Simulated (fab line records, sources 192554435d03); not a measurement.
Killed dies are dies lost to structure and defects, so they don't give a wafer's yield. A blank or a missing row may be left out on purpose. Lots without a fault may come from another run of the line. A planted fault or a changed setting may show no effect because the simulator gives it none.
Chamber matching | flow n5_finfet | N5_MOL_CONTACT_COAG_CMP_23 on cmp-03: 4 sister chambers
The step polishes, stops on SiO2, t overpolish 1.5 s, target thk 0 nm. 8 wafers are shown with their chamber, then 8 later ones without.

WAFERS WITH THEIR CHAMBER
wafer  | chamber | motor_current_A (A) | time_to_endpoint_s (s)
L077.6 | 2       | 6.9                 | 12.8
L081.6 | 0       | 7.8                 | 13.9
L083.3 | 2       | 6.6                 | 11.1
L083.4 | 1       | 9.9                 | 12.9
L086.1 | 0       | 7.3                 | 13.6
L086.2 | 3       | 8.4                 | 9.3
L086.3 | 1       | 10.0                | 11.4
L090.2 | 3       | 8.1                 | 10.3

WAFERS WITHOUT THEIR CHAMBER
wafer  | motor_current_A (A) | time_to_endpoint_s (s)
L090.4 | 7.7                 | 12.6
L090.6 | 7.1                 | 12.2
L093.2 | 7.6                 | 7.7
L093.4 | 9.7                 | 7.0
L093.5 | 8.3                 | 7.6
L094.3 | 8.2                 | 6.2
L094.4 | 7.9                 | 8.5
L094.5 | 7.0                 | 9.8

WHICH CHAMBER EACH WENT THROUGH
wafer  | from the rows above     | in truth
L090.4 | 0                       | 0
L090.6 | can't be placed: 2 or 0 | 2
L093.2 | 3                       | 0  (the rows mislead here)
L093.4 | can't be placed: 1 or 3 | 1
L093.5 | 3                       | 3
L094.3 | 3                       | 3
L094.4 | 3                       | 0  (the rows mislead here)
L094.5 | 2                       | 2
Placed correctly: 4 of 8. Can't be placed from these rows: 2 (the true chamber is among the candidates in 2). Placed wrongly: 2.
How it was worked out, from the rows above alone: a wafer's distance from a chamber is the root of the sum, over the readings, of the square of ((its reading less the chamber's mean) divided by the reading's scatter). The wafer belongs to the nearest chamber; if the next one is less than 2 further off, it can't be placed. A chamber's mean is the mean of its shown wafers. The scatter: the root of (the sum of the squares of (reading less its chamber's mean) over the shown wafers, divided by (wafers less chambers)).
